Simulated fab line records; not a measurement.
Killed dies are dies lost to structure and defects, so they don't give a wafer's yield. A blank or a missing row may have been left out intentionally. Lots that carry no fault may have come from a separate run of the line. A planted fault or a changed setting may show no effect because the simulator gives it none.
fab line records	flow nand-harc
record lots=24	wafers=72	last-day=33
route steps=1302 shown A_STAIRCASE@853 A_SGD_CUT@903 A_SLIT@923
lots with no fault: from the same line, run without faults
start-h: the number of hours between the record's first day and the start of the first shown wafer of the lot	wait-h: hours from the lot's prior step to this one	" identical to the entry in the row above	L1.1+2: a single row standing in for several wafers	- no value present, or no start provided	* or withheld: withheld	< > ~ a bound
route shown NAME@n: names a module that has steps shown in the file, with the first one's number in the route	usual: mean/standard deviation of fault-free wafers	same: alike in all rows	chamber/n: place in a boat	sites: the reading at each site	_std_site: their standard deviation	_edge_site: outer sites' mean less inner sites'	radius-mm: how far each site lies from the wafer's centre	mask NAME#n: copy n	behind: the last tool/chamber to shape the wafer	hold: the reason the lot was held/the length of the hold in hours/how it ended	device: which transistor (n, p or np) failed to switch	end of line: tests of these same wafers at the route's end	a step given without rows: its recipe and nothing more	killed: at the first sort, the dies lost to defects and structure; wafer yield is something else	map: the dies of a wafer, with x for killed, . for not killed, _ for no die there
set.NAME: the setting that was run; set.NAME@STEP: the one run at that earlier step	model.NAME: the simulator's own value behind a step, which no gauge read
one table for each step of the route and one row for each wafer, over a sample of lots
services: when a tool's chamber went out of use (start-h, in hours from the record's first day, below 0 if earlier), for how many hours, and the reason
## steps
# step NHARC_A_STAIRCASE_DEP_322
# recipe target-thk-a=72000	temp-c=400	target-thk-nm=7200	teos-flow-sccm=200	rf-w=500	material=SiO2
# usual heater-power-w=656/83	susceptor-temp-C=400.00/0.22
lot.wafer	tool	chamber	start-h	wait-h	heater-power-w	susceptor-temp-C
L074.3	pecvd-01	2	419.51	0.1	695	399.98
L074.1	"	0	"	"	608	400.13
L074.6	"	2	"	"	638	400.17
L077.3	pecvd-01	0	429.83	0.1	736	399.97
L077.4	"	0	"	"	585	400.21
L077.6	"	2	"	"	643	399.84
L075.1	pecvd-03	2	430.02	0.3	665	399.70
L075.5	"	0	"	"	560	399.53
L075.4	"	1	"	"	625	399.95
L076.1	pecvd-04	0	438.27	0.2	667	400.35
L076.5	"	2	"	"	610	400.19
L076.4	"	1	"	"	707	400.20
L078.3	pecvd-01	1	438.27	0.2	592	400.33
L078.2	"	2	"	"	776	400.34
L078.5	"	1	"	"	514	400.07
L079.3	pecvd-03	1	466.88	0.2	737	400.15
L079.1	"	2	"	"	594	399.76
L079.6	"	2	"	"	574	399.59
L080.1	pecvd-03	1	472.33	0.1	673	400.12
L080.4	"	1	"	"	621	400.19
L080.6	"	0	"	"	553	399.73
L081.2	pecvd-01	0	481.98	0.1	693	399.72
L081.4	"	1	"	"	528	399.85
L081.6	"	2	"	"	643	399.93
L082.3	pecvd-01	1	510.56	0.2	652	399.96
L082.6	"	1	"	"	573	399.84
L082.4	"	2	"	"	644	400.46
L084.2	pecvd-01	2	519.66	0.1	764	399.88
L084.5	"	2	"	"	650	399.85
L084.4	"	0	"	"	587	400.07
L086.2	pecvd-04	2	519.76	0.2	831	399.61
L086.3	"	0	"	"	819	399.78
L086.6	"	2	"	"	673	399.93
L085.2	pecvd-03	1	520.02	0.4	713	399.84
L085.3	"	2	"	"	681	400.15
L085.1	"	0	"	"	704	399.93
L083.3	pecvd-01	0	520.23	0.6	711	400.03
L083.1	"	2	"	"	723	400.18
L083.5	"	1	"	"	584	399.69
L087.3	pecvd-01	1	554.37	0.2	695	399.80
L087.4	"	1	"	"	589	399.72
L087.6	"	2	"	"	617	400.29
L089.1	pecvd-04	2	554.47	0.3	683	400.08
L089.4	"	0	"	"	671	399.77
L089.6	"	1	"	"	695	400.56
L088.1	pecvd-04	1	558.36	0.1	816	399.80
L088.4	"	2	"	"	657	400.05
L088.5	"	0	"	"	662	399.84
L091.2	pecvd-01	2	575.22	0.2	741	399.93
L091.3	"	0	"	"	675	400.01
L091.6	"	1	"	"	582	400.32
L093.3	pecvd-03	0	595.25	0.1	592	400.06
L093.4	"	0	"	"	507	400.11
L093.6	"	1	"	"	659	399.89
L090.1	pecvd-01	0	595.34	0.2	677	400.21
L090.6	"	0	"	"	584	400.09
L090.5	"	1	"	"	579	400.31
L092.6	pecvd-04	1	603.93	0.4	693	400.50
L092.5	"	2	"	"	661	400.00
L092.4	"	0	"	"	687	399.29
L094.1	pecvd-01	2	614.57	0.1	763	399.94
L094.2	"	1	"	"	703	400.00
L094.4	"	0	"	"	603	400.23
L095.3	pecvd-01	0	620.90	0.1	606	400.38
L095.2	"	1	"	"	669	400.08
L095.6	"	1	"	"	560	400.17
L097.2	pecvd-03	2	636.82	0.1	617	400.32
L097.4	"	0	"	"	511	399.66
L097.5	"	1	"	"	638	400.07
L096.2	pecvd-01	0	637.03	0.3	741	400.17
L096.5	"	0	"	"	570	400.03
L096.4	"	2	"	"	628	399.88
# step NHARC_A_STAIRCASE_CMP_152
# usual motor-current-A=11.4/1.2	slurry-filter-dp-kPa=13.49/0.13
lot.wafer	tool	chamber	start-h	wait-h	motor-current-A	slurry-filter-dp-kPa
L074.3	cmp-02	3	446.78	0.1	9.9	13.39
L074.1	"	2	"	"	10.9	13.38
L074.6	"	3	"	"	10.1	13.52
L077.3	cmp-02	3	456.52	0.1	10.6	13.52
L077.4	"	0	"	"	10.3	13.43
L077.6	"	3	"	"	10.8	13.54
L075.4	cmp-01	2	456.81	0.1	13.0	13.47
L075.1	"	0	"	"	13.2	13.54
L075.5	"	2	"	"	12.6	13.42
L078.2	cmp-03	3	460.80	0.1	10.7	13.50
L078.3	"	1	"	"	11.1	13.61
L078.5	"	3	"	"	11.2	13.69
L076.1	cmp-02	2	461.10	0.1	10.6	13.35
L076.4	"	0	"	"	10.1	13.63
L076.5	"	1	"	"	12.4	13.23
L079.3	cmp-03	3	489.85	0.1	10.9	13.59
L079.1	"	0	"	"	11.0	13.48
L079.6	"	0	"	"	10.9	13.33
L080.1	cmp-01	2	495.09	0.1	12.6	13.42
L080.4	"	1	"	"	12.9	13.66
L080.6	"	2	"	"	12.6	13.51
L081.4	cmp-03	3	505.00	0.1	10.8	13.52
L081.2	"	0	"	"	11.4	13.57
L081.6	"	3	"	"	10.8	13.59
L082.3	cmp-03	1	532.47	0.1	10.4	13.36
L082.4	"	3	"	"	11.2	13.76
L082.6	"	1	"	"	10.4	13.62
L084.2	cmp-01	3	541.40	0.1	9.4	13.59
L084.4	"	2	"	"	12.9	13.38
L084.5	"	0	"	"	13.6	13.50
L085.2	cmp-02	2	541.44	0.1	10.2	13.42
L085.1	"	3	"	"	10.5	13.69
L085.3	"	1	"	"	12.3	13.52
L086.3	cmp-01	2	541.70	0.1	12.3	13.39
L086.2	"	1	"	"	12.4	13.13
L086.6	"	2	"	"	12.7	13.13
L083.1	cmp-01	3	545.56	0.1	9.9	13.74
L083.3	"	1	"	"	12.9	13.61
L083.5	"	2	"	"	12.7	13.56
L089.1	cmp-01	2	575.97	0.1	12.5	13.35
L089.4	"	1	"	"	12.4	13.16
L089.6	"	3	"	"	10.0	13.60
L088.1	cmp-02	1	576.00	0.1	12.3	13.49
L088.4	"	3	"	"	10.3	13.51
L088.5	"	0	"	"	9.9	13.51
L087.3	cmp-03	2	578.77	0.1	12.6	13.67
L087.4	"	0	"	"	11.0	13.59
L087.6	"	2	"	"	12.5	13.45
L091.2	cmp-03	3	597.09	0.1	10.9	13.38
L091.3	"	0	"	"	10.7	13.56
L091.6	"	2	"	"	13.1	13.46
L090.1	cmp-01	3	617.94	0.1	9.9	13.44
L090.5	"	2	"	"	12.0	13.44
L090.6	"	3	"	"	9.6	13.45
L093.3	cmp-03	1	620.76	0.1	10.0	13.51
L093.4	"	3	"	"	11.0	13.61
L093.6	"	1	"	"	10.7	13.76
L092.4	cmp-03	1	631.89	0.1	10.8	13.43
L092.6	"	2	"	"	12.4	13.48
L092.5	"	3	"	"	11.5	13.48
L094.4	cmp-03	1	637.80	0.1	10.7	13.26
L094.2	"	3	"	"	11.2	13.41
L094.1	"	0	"	"	11.3	13.14
L095.2	cmp-01	0	645.05	0.1	13.6	13.52
L095.3	"	2	"	"	12.1	13.67
L095.6	"	0	"	"	13.4	13.28
L096.2	cmp-01	3	658.97	0.1	10.1	13.43
L096.4	"	2	"	"	12.7	13.49
L096.5	"	0	"	"	13.1	13.53
L097.4	cmp-03	0	662.19	0.1	11.7	13.65
L097.2	"	1	"	"	10.7	13.45
L097.5	"	2	"	"	12.7	13.47
# step NHARC_A_SGD_CUT_INSPECT_11
# usual raw-defect-count=52/28
lot.wafer	tool	chamber	start-h	wait-h	raw-defect-count
L074.1	defect-inspect-01	-	449.53	0.0	57
L074.3	"	-	"	"	65
L074.6	"	-	"	"	68
L077.3	defect-inspect-01	-	459.37	0.0	65
L077.4	"	-	"	"	60
L077.6	"	-	"	"	54
L075.1	defect-inspect-02	-	459.58	0.0	63
L075.4	"	-	"	"	61
L075.5	"	-	"	"	53
L078.2	defect-inspect-01	-	463.43	0.0	14
L078.3	"	-	"	"	9
L078.5	"	-	"	"	17
L076.1	defect-inspect-01	-	463.72	0.0	18
L076.4	"	-	"	"	17
L076.5	"	-	"	"	8
L079.1	defect-inspect-02	-	492.48	0.0	105
L079.3	"	-	"	"	121
L079.6	"	-	"	"	100
L080.1	defect-inspect-02	-	497.73	0.0	100
L080.4	"	-	"	"	103
L080.6	"	-	"	"	93
L081.2	defect-inspect-02	-	507.54	0.0	78
L081.4	"	-	"	"	50
L081.6	"	-	"	"	80
L082.3	defect-inspect-02	-	535.10	0.0	65
L082.4	"	-	"	"	69
L082.6	"	-	"	"	79
L084.2	defect-inspect-02	-	544.14	0.0	65
L084.4	"	-	"	"	74
L084.5	"	-	"	"	59
L085.1	defect-inspect-02	-	544.29	0.0	40
L085.2	"	-	"	"	59
L085.3	"	-	"	"	68
L086.2	defect-inspect-01	-	544.45	0.0	30
L086.3	"	-	"	"	36
L086.6	"	-	"	"	31
L083.1	defect-inspect-01	-	548.38	0.0	16
L083.3	"	-	"	"	37
L083.5	"	-	"	"	28
L089.1	defect-inspect-02	-	578.55	0.0	38
L089.4	"	-	"	"	47
L089.6	"	-	"	"	40
L088.1	defect-inspect-02	-	579.10	0.0	27
L088.4	"	-	"	"	21
L088.5	"	-	"	"	23
L087.3	defect-inspect-01	-	581.40	0.0	54
L087.4	"	-	"	"	52
L087.6	"	-	"	"	59
L091.2	defect-inspect-01	-	599.74	0.0	51
L091.3	"	-	"	"	41
L091.6	"	-	"	"	47
L090.1	defect-inspect-01	-	620.47	0.0	90
L090.5	"	-	"	"	81
L090.6	"	-	"	"	87
L093.3	defect-inspect-02	-	623.40	0.0	85
L093.4	"	-	"	"	88
L093.6	"	-	"	"	66
L092.4	defect-inspect-02	-	634.49	0.0	13
L092.5	"	-	"	"	14
L092.6	"	-	"	"	13
L094.1	defect-inspect-02	-	640.44	0.0	47
L094.2	"	-	"	"	51
L094.4	"	-	"	"	51
L095.2	defect-inspect-01	-	647.65	0.0	20
L095.3	"	-	"	"	20
L095.6	"	-	"	"	26
L096.2	defect-inspect-02	-	661.60	0.0	47
L096.4	"	-	"	"	52
L096.5	"	-	"	"	56
L097.2	defect-inspect-01	-	664.81	0.1	20
L097.4	"	-	"	"	23
L097.5	"	-	"	"	29
# step NHARC_A_SGD_CUT_DESCUM_14
# recipe time-s=3	o2-flow-sccm=200	ar-flow-sccm=0	bias-power-w=0	chemistry=O2
# usual drypump-motor-current-A=5.8/0.32	oes-product-au=0.997/0.011	rf-vpp-V=57.5/0.91	showerhead-plenum-p-Torr=1.84/0.077	throttle-valve-pct=11.311/0.0079
lot.wafer	tool	chamber	start-h	wait-h	drypump-motor-current-A	oes-product-au	rf-hours-counter-h	rf-vpp-V	showerhead-plenum-p-Torr	throttle-valve-pct
L074.3	rie-diel-11	0	449.59	0.1	5.7	1.003	0.5	59.6	1.91	11.318
L074.1	"	1	"	"	5.6	1.016	0.5	57.9	2.05	11.310
L074.6	"	1	"	"	5.6	1.011	-	58.1	2.05	11.300
L077.3	rie-diel-01	0	459.44	0.1	6.0	0.985	3.8	55.9	1.88	11.303
L077.6	"	0	"	"	6.0	0.978	-	56.5	1.88	11.323
L077.4	"	2	"	"	5.6	1.001	-	57.3	1.79	11.298
L075.4	rie-diel-04	3	459.64	0.1	5.5	0.993	4.5	57.5	1.91	11.302
L075.1	"	1	"	"	6.6	1.012	6.7	58.0	1.77	11.313
L075.5	"	0	"	"	5.3	1.000	-	57.6	1.77	11.303
L078.3	rie-diel-01	0	463.50	0.1	6.0	0.977	4.2	57.2	1.88	11.313
L078.2	"	2	"	"	5.6	0.985	4.6	57.4	1.79	11.304
L078.5	"	2	"	"	5.6	0.987	-	58.4	1.79	11.311
L076.4	rie-diel-04	1	463.79	0.1	6.6	1.011	7.1	58.3	1.77	11.304
L076.1	"	2	"	"	5.8	0.992	6.6	58.4	1.80	11.331
L076.5	"	1	"	"	6.5	1.015	-	58.6	1.77	11.316
L079.1	rie-diel-04	3	492.55	0.1	5.5	0.986	6.2	57.7	1.91	11.308
L079.3	"	0	"	"	5.3	0.985	7.3	56.0	1.77	11.309
L079.6	"	2	"	"	5.7	0.991	-	57.5	1.80	11.306
L080.4	rie-diel-01	3	497.79	0.1	6.0	0.995	5.5	57.2	1.80	11.324
L080.1	"	2	"	"	5.6	0.999	6.0	57.6	1.79	11.308
L080.6	"	0	"	"	5.9	0.964	-	57.5	1.88	11.307
L081.2	rie-diel-01	3	507.61	0.1	6.0	0.998	6.1	58.0	1.80	11.308
L081.4	"	3	"	"	6.0	0.998	-	57.5	1.80	11.304
L081.6	"	1	"	"	5.9	0.983	-	56.8	1.79	11.307
L082.3	rie-diel-11	2	535.18	0.1	5.3	1.008	7.6	58.7	1.93	11.291
L082.6	"	1	"	"	5.6	1.006	-	59.8	2.05	11.314
L082.4	"	2	"	"	5.4	1.008	-	57.2	1.93	11.304
L084.4	rie-diel-01	3	544.21	0.1	6.0	0.991	8.2	56.5	1.80	11.312
L084.2	"	1	"	"	5.9	0.988	8.6	56.4	1.79	11.310
L084.5	"	2	"	"	5.6	1.000	-	56.2	1.79	11.324
L085.1	rie-diel-04	0	544.35	0.1	5.3	0.990	0.3	57.9	1.77	11.317
L085.3	"	1	"	"	6.6	0.994	0.5	57.9	1.77	11.322
L085.2	"	3	"	"	5.5	1.003	0.3	57.7	1.91	11.313
L086.3	rie-diel-11	3	544.52	0.1	5.8	0.998	8.1	56.6	2.04	11.300
L086.2	"	0	"	"	5.7	1.005	6.9	56.6	1.91	11.302
L086.6	"	2	"	"	5.3	1.013	-	57.4	1.93	11.312
L083.1	rie-diel-04	2	548.44	0.1	5.7	0.995	1.0	57.5	1.80	11.314
L083.3	"	1	"	"	6.6	1.015	0.9	56.2	1.77	11.323
L083.5	"	2	"	"	5.7	0.990	-	57.8	1.80	11.318
L089.1	rie-diel-01	1	578.61	0.1	5.9	0.982	0.4	56.5	1.79	11.313
L089.4	"	2	"	"	5.7	0.996	0.3	57.4	1.79	11.302
L089.6	"	1	"	"	5.9	0.976	-	58.3	1.79	11.307
L088.1	rie-diel-01	1	579.17	0.1	5.9	0.980	0.7	57.8	1.79	11.309
L088.4	"	2	"	"	5.6	0.998	0.5	58.0	1.79	11.309
L088.5	"	3	"	"	6.0	0.999	-	57.0	1.80	11.310
L087.4	rie-diel-04	1	581.47	0.1	6.6	1.004	3.7	57.3	1.77	11.322
L087.3	"	2	"	"	5.8	1.001	4.3	57.1	1.79	11.315
L087.6	"	0	"	"	5.3	0.989	-	56.7	1.77	11.313
L091.2	rie-diel-01	2	599.81	0.1	5.6	0.999	1.4	56.6	1.79	11.316
L091.3	"	3	"	"	6.0	1.020	1.3	57.2	1.80	11.310
L091.6	"	2	"	"	5.6	1.006	-	56.2	1.79	11.323
L090.1	rie-diel-04	0	620.53	0.1	5.3	0.991	5.1	58.1	1.77	11.306
L090.6	"	0	"	"	5.3	0.989	-	57.2	1.77	11.300
L090.5	"	2	"	"	5.8	0.996	-	57.9	1.79	11.314
L093.3	rie-diel-04	2	623.46	0.1	5.8	0.988	6.8	56.1	1.79	11.315
L093.4	"	3	"	"	5.5	1.012	-	56.9	1.91	11.315
L093.6	"	0	"	"	5.3	0.982	-	56.4	1.77	11.316
L092.4	rie-diel-01	1	634.57	0.1	5.9	0.987	3.5	57.8	1.79	11.323
L092.6	"	3	"	"	6.0	1.014	-	57.3	1.80	11.329
L092.5	"	0	"	"	5.9	1.009	-	57.9	1.88	11.320
L094.1	rie-diel-01	2	640.50	0.1	5.7	0.991	3.8	56.8	1.79	11.315
L094.4	"	3	"	"	6.0	0.991	3.7	57.8	1.80	11.298
L094.2	"	1	"	"	6.0	0.984	3.9	57.0	1.79	11.309
L095.2	rie-diel-01	0	647.74	0.1	5.9	1.002	3.3	57.6	1.88	11.311
L095.3	"	1	"	"	5.9	0.975	4.2	57.7	1.79	11.310
L095.6	"	2	"	"	5.7	0.995	-	57.8	1.79	11.301
L096.2	rie-diel-04	3	661.68	0.1	5.5	1.005	10.2	58.1	1.91	11.304
L096.4	"	2	"	"	5.8	1.000	-	57.5	1.79	11.318
L096.5	"	0	"	"	5.4	0.989	-	56.8	1.77	11.310
L097.2	rie-diel-04	2	664.87	0.1	5.8	1.004	11.5	58.4	1.79	11.310
L097.4	"	3	"	"	5.5	1.001	11.0	58.8	1.91	11.328
L097.5	"	2	"	"	5.8	0.991	-	56.1	1.79	11.308
# step NHARC_A_SGD_CUT_STRIP_28
# recipe time-s=20	o2-flow-sccm=500	ar-flow-sccm=0	bias-w=0	chemistry=O2
# usual drypump-motor-current-A=5.7/0.31	oes-product-au=0.997/0.0095	rf-vpp-V=57.5/0.82	showerhead-plenum-p-Torr=3.45/0.17	throttle-valve-pct=17.036/0.009
lot.wafer	tool	chamber	start-h	wait-h	drypump-motor-current-A	oes-product-au	rf-hours-counter-h	rf-vpp-V	showerhead-plenum-p-Torr	throttle-valve-pct
L074.1	rie-diel-01	1	-	-	6.0	0.999	4	57.1	3.32	17.032
L074.3	"	2	"	"	5.7	1.002	4	56.5	3.32	17.040
L074.6	"	0	"	"	6.0	0.993	-	58.1	3.47	17.039
L077.3	rie-diel-11	2	-	-	5.3	0.989	2	56.9	3.56	17.039
L077.4	"	3	"	"	5.8	0.996	2	57.5	3.75	17.043
L077.6	"	1	"	"	5.6	1.017	-	58.4	3.76	17.035
L076.1	rie-diel-04	0	-	-	5.2	0.984	6	57.1	3.29	17.029
L076.4	"	1	"	"	6.6	1.009	8	55.4	3.29	17.034
L076.5	"	2	"	"	5.8	0.984	-	58.1	3.33	17.040
L075.1	rie-diel-01	1	-	-	6.0	0.985	4	58.1	3.32	17.052
L075.4	"	2	"	"	5.7	0.988	5	57.3	3.32	17.031
L075.5	"	2	"	"	5.7	0.997	-	56.8	3.32	17.056
L078.2	rie-diel-11	0	-	-	5.7	1.010	2	57.2	3.53	17.038
L078.3	"	1	"	"	5.6	1.005	2	55.6	3.76	17.026
L078.5	"	0	"	"	5.7	1.000	-	57.5	3.53	17.036
L079.3	rie-diel-01	3	-	-	6.0	0.985	6	58.2	3.33	17.044
L079.1	"	1	"	"	5.9	0.998	5	59.0	3.31	17.038
L079.6	"	3	"	"	6.0	1.001	-	57.4	3.33	17.040
L080.1	rie-diel-11	1	-	-	5.6	1.012	5	57.9	3.76	17.036
L080.4	"	3	"	"	5.8	0.984	5	58.1	3.75	17.036
L080.6	"	2	"	"	5.3	0.992	-	57.0	3.56	17.050
L081.4	rie-diel-11	3	-	-	5.8	1.000	6	57.8	3.75	17.049
L081.2	"	0	"	"	5.7	1.003	5	58.5	3.53	17.028
L081.6	"	3	"	"	5.8	0.994	-	58.2	3.75	17.041
L082.4	rie-diel-04	1	-	-	6.5	1.004	0	57.5	3.28	17.041
L082.3	"	2	"	"	5.8	0.994	0	58.2	3.33	17.042
L082.6	"	2	"	"	5.8	0.999	-	56.4	3.33	17.043
L086.2	rie-diel-11	1	-	-	5.6	0.995	9	57.3	3.75	17.041
L086.3	"	0	"	"	5.7	1.008	7	57.9	3.53	17.035
L086.6	"	2	"	"	5.4	1.005	-	58.1	3.55	17.034
L085.3	rie-diel-01	2	-	-	5.7	1.002	11	57.4	3.31	17.032
L085.2	"	3	"	"	6.0	1.001	9	57.0	3.33	17.012
L085.1	"	0	"	"	5.9	0.985	8	56.6	3.47	17.026
L084.4	rie-diel-04	1	-	-	6.6	0.992	1	56.7	3.28	17.043
L084.2	"	2	"	"	5.8	0.984	1	57.1	3.33	17.035
L084.5	"	0	"	"	5.3	0.989	-	55.8	3.28	17.027
L083.3	rie-diel-04	1	-	-	6.6	1.005	1	57.6	3.28	17.034
L083.1	"	2	"	"	5.8	0.985	2	57.3	3.33	17.014
L083.5	"	1	"	"	6.5	0.998	-	55.3	3.28	17.039
L089.4	rie-diel-04	2	-	-	5.8	0.983	5	57.4	3.32	17.021
L089.1	"	3	"	"	5.5	1.005	4	57.2	3.52	17.028
L089.6	"	2	"	"	5.8	0.990	-	57.6	3.32	17.040
L087.4	rie-diel-11	2	-	-	5.4	1.003	13	58.2	3.55	17.032
L087.3	"	0	"	"	5.7	0.998	11	57.0	3.53	17.035
L087.6	"	1	"	"	5.6	1.004	-	57.5	3.75	17.031
L088.1	rie-diel-01	1	585.33	0.1	5.9	0.992	1	56.0	3.31	17.045
L088.5	"	2	"	"	5.7	0.999	-	58.8	3.31	17.040
L088.4	"	3	"	"	6.1	1.012	-	56.7	3.33	17.045
L091.3	rie-diel-01	1	-	-	6.0	0.985	2	57.0	3.31	17.037
L091.2	"	0	"	"	6.0	0.994	1	57.4	3.47	17.033
L091.6	"	1	"	"	5.9	0.986	-	57.1	3.31	17.037
L093.3	rie-diel-04	0	627.50	0.1	5.3	0.988	6	57.2	3.28	17.044
L093.4	"	3	"	"	5.5	1.002	-	57.8	3.52	17.033
L093.6	"	0	"	"	5.4	0.993	-	57.3	3.28	17.041
L090.1	rie-diel-11	2	-	-	5.4	1.010	1	57.5	3.55	17.025
L090.6	"	3	"	"	5.8	0.996	-	58.1	3.75	17.049
L090.5	"	0	"	"	5.7	1.002	-	57.9	3.52	17.054
L092.4	rie-diel-04	2	641.10	0.1	5.8	0.994	-	57.2	3.32	17.027
L092.5	"	3	"	"	5.5	1.001	-	58.2	3.52	17.050
L092.6	"	0	"	"	5.4	1.005	-	58.0	3.28	17.046
L094.2	rie-diel-04	2	646.92	0.1	5.8	0.999	9	58.1	3.32	17.040
L094.1	"	3	"	"	5.5	0.987	8	57.9	3.52	17.018
L094.4	"	2	"	"	5.8	0.996	-	58.4	3.32	17.048
L095.2	rie-diel-01	3	-	-	6.0	0.994	5	58.0	3.33	17.037
L095.3	"	2	"	"	5.7	1.001	5	57.8	3.31	17.028
L095.6	"	0	"	"	6.0	0.996	-	57.6	3.47	17.042
L097.2	rie-diel-11	0	-	-	5.7	0.997	4	58.1	3.52	17.037
L097.4	"	3	"	"	5.8	1.000	4	57.7	3.74	17.030
L097.5	"	1	"	"	5.6	0.992	-	58.3	3.75	17.028
L096.2	rie-diel-04	0	-	-	5.3	0.985	9	57.4	3.28	17.040
L096.4	"	1	"	"	6.5	0.994	6	58.0	3.28	17.031
L096.5	"	2	"	"	5.8	0.995	-	57.7	3.32	17.040
# step NHARC_A_SLIT_DEP_00
# recipe target-thk-a=62000	temp-c=400	material=aC
# usual susceptor-temp-C=400.00/0.22	throttle-valve-pct=35.000/0.0083
lot.wafer	tool	chamber	start-h	wait-h	susceptor-temp-C	throttle-valve-pct
L074.1	acl-dep-02	0	457.02	-	400.03	34.995
L074.3	"	0	458.28	-	399.92	35.006
L074.6	"	0	460.18	-	399.74	34.972
L076.1	acl-dep-02	0	470.39	-	-	35.000
L076.4	"	0	472.25	-	-	35.003
L076.5	"	0	"	"	-	35.000
L075.1	acl-dep-01	0	470.88	-	-	35.006
L075.4	"	0	472.75	-	-	34.998
L075.5	"	0	"	"	-	35.004
L077.3	acl-dep-03	0	471.56	-	400.03	35.008
L077.4	"	0	"	"	399.83	34.999
L077.6	"	0	473.45	-	400.11	35.000
L078.2	acl-dep-03	0	474.70	-	-	34.997
L078.3	"	0	"	"	-	35.003
L078.5	"	0	476.57	-	-	34.999
L079.1	acl-dep-02	0	503.15	-	400.82	35.000
L079.3	"	0	504.41	-	400.36	35.008
L079.6	"	0	506.29	-	400.37	35.000
L080.1	acl-dep-01	0	503.27	-	399.63	34.992
L080.4	"	0	505.15	-	399.78	34.995
L080.6	"	0	506.41	-	399.68	34.990
L081.2	acl-dep-02	0	517.53	-	399.66	35.014
L081.4	"	0	518.78	-	399.97	35.018
L081.6	"	0	520.03	-	399.88	35.000
L082.3	acl-dep-03	0	543.48	-	-	34.997
L082.4	"	0	"	"	-	35.003
L082.6	"	0	545.35	-	-	35.002
L085.1	acl-dep-02	0	552.12	-	-	35.013
L085.2	"	0	"	"	-	34.994
L085.3	"	0	"	"	-	35.001
L086.2	acl-dep-03	0	553.36	-	400.04	34.992
L086.3	"	0	"	"	399.88	35.010
L086.6	"	0	555.88	-	399.75	34.999
L084.2	acl-dep-02	0	556.47	-	399.95	35.014
L084.4	"	0	557.72	-	400.32	35.005
L084.5	"	0	"	"	399.95	35.007
L083.1	acl-dep-02	0	562.84	-	-	34.996
L083.3	"	0	564.08	-	-	34.999
L083.5	"	0	565.32	-	-	34.981
L089.1	acl-dep-01	0	587.81	-	400.05	35.000
L089.4	"	0	589.68	-	400.09	34.988
L089.6	"	0	590.93	-	400.02	34.996
L088.1	acl-dep-02	0	587.92	-	400.04	35.008
L088.4	"	0	589.83	-	399.89	34.999
L088.5	"	0	"	"	400.00	34.994
L087.3	acl-dep-03	0	589.08	-	400.15	34.999
L087.4	"	0	"	"	399.80	35.000
L087.6	"	0	590.96	-	400.12	35.011
L091.2	acl-dep-01	0	610.88	-	-	35.010
L091.3	"	0	"	"	-	35.002
L091.6	"	0	613.37	-	-	35.006
L090.1	acl-dep-01	0	631.74	-	399.67	34.998
L090.5	"	0	634.25	-	399.67	35.008
L090.6	"	0	"	"	399.95	35.009
L093.3	acl-dep-02	0	632.71	-	399.93	34.992
L093.4	"	0	"	"	400.15	35.005
L093.6	"	0	634.62	-	399.69	34.993
L092.4	acl-dep-02	0	643.89	-	400.26	34.992
L092.5	"	0	"	"	400.14	34.990
L092.6	"	0	"	"	400.34	34.991
L094.1	acl-dep-02	0	647.44	-	400.24	34.988
L094.2	"	0	"	"	400.13	34.988
L094.4	"	0	649.32	-	399.99	35.005
L095.2	acl-dep-03	0	655.40	-	400.22	35.005
L095.3	"	0	"	"	400.11	35.012
L095.6	"	0	657.91	-	400.03	35.001
L096.2	acl-dep-02	0	677.06	-	399.71	34.999
L096.4	"	0	678.32	-	399.74	34.993
L096.5	"	0	"	"	399.79	34.997
L097.2	acl-dep-01	0	677.57	-	-	35.018
L097.4	"	0	678.80	-	-	35.003
L097.5	"	0	"	"	-	35.010
## services
tool	chamber	start-h	hours	kind
rie-diel-04	3	413.67	10.7	repair
rie-diel-11	0	414.90	7.7	repair
rie-diel-04	0	423.20	7.0	repair
acl-dep-02	-	427.90	13.0	pm
rie-diel-11	-	432.50	9.0	pm
rie-diel-01	1	435.26	2.8	repair
rie-diel-01	1	458.30	6.5	repair
pecvd-01	-	492.85	13.0	pm
rie-diel-01	0	505.73	16.7	repair
rie-diel-01	3	509.96	8.8	repair
rie-diel-04	-	532.05	9.0	pm
rie-diel-11	0	534.41	1.7	repair
pecvd-01	-	545.39	3.4	repair
rie-diel-01	-	557.90	9.0	pm
rie-diel-01	0	584.93	15.9	repair
rie-diel-01	1	602.96	5.1	repair
rie-diel-11	-	609.50	9.0	pm
acl-dep-02	-	610.39	13.0	pm
rie-diel-04	1	618.33	43.9	repair
pecvd-01	-	631.15	0.5	repair
rie-diel-01	-	642.54	0.3	repair
rie-diel-04	0	651.43	3.7	repair
rie-diel-01	0	662.20	4.9	repair
pecvd-01	-	673.85	13.0	pm
## key
fault none
